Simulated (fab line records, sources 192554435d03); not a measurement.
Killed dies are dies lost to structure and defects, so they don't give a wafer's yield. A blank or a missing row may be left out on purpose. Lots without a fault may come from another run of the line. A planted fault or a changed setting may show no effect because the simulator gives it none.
Which tool did it? | flow n5_finfet | 11 lots, 33 wafers sampled, at 6 steps of a route of 1938

WHAT THE GAUGES READ, wafer by wafer
N5_BEOL_M13_THK_MEAS_50: measures by xrf.
lot  | measured     | on            | M13_THK (nm)
L077 | day 11 12:02 | film_metro-01 | 434 439 437
L076 | day 11 22:12 | film_metro-01 | 444 435 429
L078 | day 12 11:29 | film_metro-01 | 420 423 434
L081 | day 14 23:34 | film_metro-02 | 436 439 437
L083 | day 13 20:10 | film_metro-01 | 423 424 437
L085 | day 14 08:37 | film_metro-02 | 444 441 431
L088 | day 15 03:45 | film_metro-02 | 451 430 430
L090 | day 15 14:50 | film_metro-02 | 439 451 450
L094 | day 16 06:08 | film_metro-01 | 447 441 444
L097 | day 16 18:22 | film_metro-01 | 443 446 425
L091 | day 17 16:07 | film_metro-01 | 436 441 439

WHICH TOOL RAN EACH LOT (tool, then ch and the chambers of the sampled wafers, then the start)
lot  | N5_BEOL_M12_STRIP_37                 | N5_BEOL_M12_SPUTTER_45       | N5_BEOL_M12_CMP_49            | N5_BEOL_M13_VIA_ETCH_16            | N5_BEOL_M13_ETCH_38
L077 | plasma_asher-02 ch 1, day 10 23:31   | pvd_sputter-01, day 11 05:16 | cmp-01 ch 0,2,3, day 11 05:52 | rie_diel-05 ch 0,2,3, day 11 06:56 | rie_diel-05 ch 1,2,3, day 11 10:05
L076 | plasma_asher-02 ch 0,1, day 11 13:13 | pvd_sputter-01, day 11 15:35 | cmp-02 ch 1,2,3, day 11 16:14 | rie_diel-03 ch 0,2,3, day 11 17:26 | rie_diel-05 ch 0,2,3, day 11 20:21
L078 | plasma_asher-02 ch 0,1, day 11 23:19 | pvd_sputter-02, day 12 05:14 | cmp-01 ch 0,1, day 12 05:47   | rie_diel-06 ch 0,2,3, day 12 07:02 | rie_diel-05 ch 0,1,2, day 12 09:56
L081 | plasma_asher-02 ch 0,1, day 12 16:04 | pvd_sputter-02, day 12 16:53 | cmp-02 ch 0,1,2, day 12 17:41 | rie_diel-06 ch 0,1,3, day 12 20:37 | rie_diel-03 ch 0,2,3, day 14 22:03
L083 | plasma_asher-01 ch 0,1, day 13 10:29 | pvd_sputter-02, day 13 12:53 | cmp-02 ch 1,2, day 13 13:26   | rie_diel-06 ch 0,1, day 13 15:01   | rie_diel-03 ch 1,3, day 13 18:24
L085 | plasma_asher-01 ch 0,1, day 14 00:53 | pvd_sputter-03, day 14 03:23 | cmp-01 ch 0,2,3, day 14 03:58 | rie_diel-03 ch 0,1, day 14 05:04   | rie_diel-06 ch 0,2,3, day 14 06:50
L088 | plasma_asher-01 ch 0,1, day 14 13:59 | pvd_sputter-02, day 14 14:47 | cmp-01 ch 0,2, day 14 15:21   | rie_diel-06 ch 0,1, day 14 16:59   | rie_diel-06 ch 0,2,3, day 15 01:59
L090 | plasma_asher-02 ch 1, day 15 07:58   | pvd_sputter-01, day 15 09:34 | cmp-04 ch 2,3, day 15 10:18   | rie_diel-03 ch 0,1, day 15 11:29   | rie_diel-03 ch 0,3, day 15 13:19
L094 | plasma_asher-02 ch 0, day 15 22:43   | pvd_sputter-03, day 15 23:47 | cmp-01 ch 1,2, day 16 00:21   | rie_diel-03 ch 1,2,3, day 16 01:38 | rie_diel-06 ch 2,3, day 16 04:08
L097 | plasma_asher-02 ch 0,1, day 16 11:29 | pvd_sputter-02, day 16 13:26 | cmp-01 ch 1,2,3, day 16 14:07 | rie_diel-05 ch 0,1, day 16 15:14   | rie_diel-06 ch 0,3, day 16 16:55
L091 | plasma_asher-02 ch 0,1, day 17 06:16 | pvd_sputter-02, day 17 09:53 | cmp-04 ch 1,2, day 17 10:27   | rie_diel-05 ch 0,1,2, day 17 11:43 | rie_diel-05 ch 0,1,2, day 17 14:13
- N5_BEOL_M12_STRIP_37: strips in N2/H2.
- N5_BEOL_M12_SPUTTER_45: material Cu, target thk 80 nm, time 13.33 s.
- N5_BEOL_M12_CMP_49: polishes, stops on SiOC, t overpolish 20.6 s, target thk 320 nm.
- N5_BEOL_M13_VIA_ETCH_16: etches SiOC in C4F8/O2/Ar, target depth 921.7 nm.
- N5_BEOL_M13_ETCH_38: etches SiCN in CF4/N2, target depth 67.5 nm, time 71.9 s.

THE ANSWER, worked out from the rows above alone
Rule: what is usual is taken from the lots themselves. Put in order of their means at a reading, lots are off if they are a third of the lots or fewer, leave a main group of 4 or more, and stand apart from it by a gap of 3 or more times the standard deviation of the main group's means; of several such gaps the widest counts. A main group whose means are all the same, to the digits that the tables above print for the reading, isn't used. A lot without any number at a reading at which 4 lots or more have one is off too. The other lots that the step has rows for count as sound.
No lot is off at any reading shown: from this, nothing can be told.

WHAT THE SIMULATOR HAD PUT IN
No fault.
